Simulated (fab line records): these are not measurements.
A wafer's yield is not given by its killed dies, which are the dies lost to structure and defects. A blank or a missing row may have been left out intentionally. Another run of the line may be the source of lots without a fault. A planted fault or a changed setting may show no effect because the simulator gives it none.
Matching of chambers    flow n5-finfet    N5_BEOL_M0_SAQP_ETCH_49 on rie-diel-04: 4 sister chambers
The step etches SiO2 in CF4/O2, target depth 37 nm. 8 wafers are shown with their chamber, then 12 later ones without.

EACH WAFER AND ITS CHAMBER
wafer   chamber  drypump-motor-current-A (A)  rf-vpp-V (V)
L077.5  0        5.6                          236
L081.5  0        5.5                          236
L085.6  2        6.1                          240
L087.4  1        6.5                          257
L087.6  3        5.3                          244
L088.2  2        6.1                          241
L088.3  3        5.3                          243
L088.5  1        6.5                          257

WAFERS WITH NO CHAMBER GIVEN
wafer   drypump-motor-current-A (A)  rf-vpp-V (V)
L090.1  5.2                          243
L090.5  6.1                          241
L090.6  6.5                          257
L092.2  5.3                          243
L092.5  5.3                          243
L092.6  6.1                          241
L093.3  6.1                          240
L093.4  6.5                          259
L093.5  5.3                          245
L096.1  5.6                          237
L096.2  6.1                          240
L096.3  5.3                          244

WHICH CHAMBER EACH ONE RAN IN
wafer   from the rows above  in truth
L090.1  3                    3
L090.5  2                    2
L090.6  1                    1
L092.2  3                    3
L092.5  3                    3
L092.6  2                    2
L093.3  2                    2
L093.4  1                    1
L093.5  3                    3
L096.1  0                    0
L096.2  2                    2
L096.3  3                    3
Correctly placed: 12 of 12. Number that these rows cannot place: 0. Number placed wrongly: 0.
How it was worked out, from the rows above alone: a wafer's distance from a chamber is the root of the sum, over the readings, of the square of ((its reading less the chamber's mean) divided by the reading's scatter). If the next closest chamber is less than 2 further off than the closest, the wafer can't be placed; otherwise it belongs to the closest. A chamber's mean is the mean of its shown wafers. The scatter is the square root of a quotient: the sum, over the shown wafers, of each reading's squared deviation from its chamber's mean, divided by wafers minus chambers.
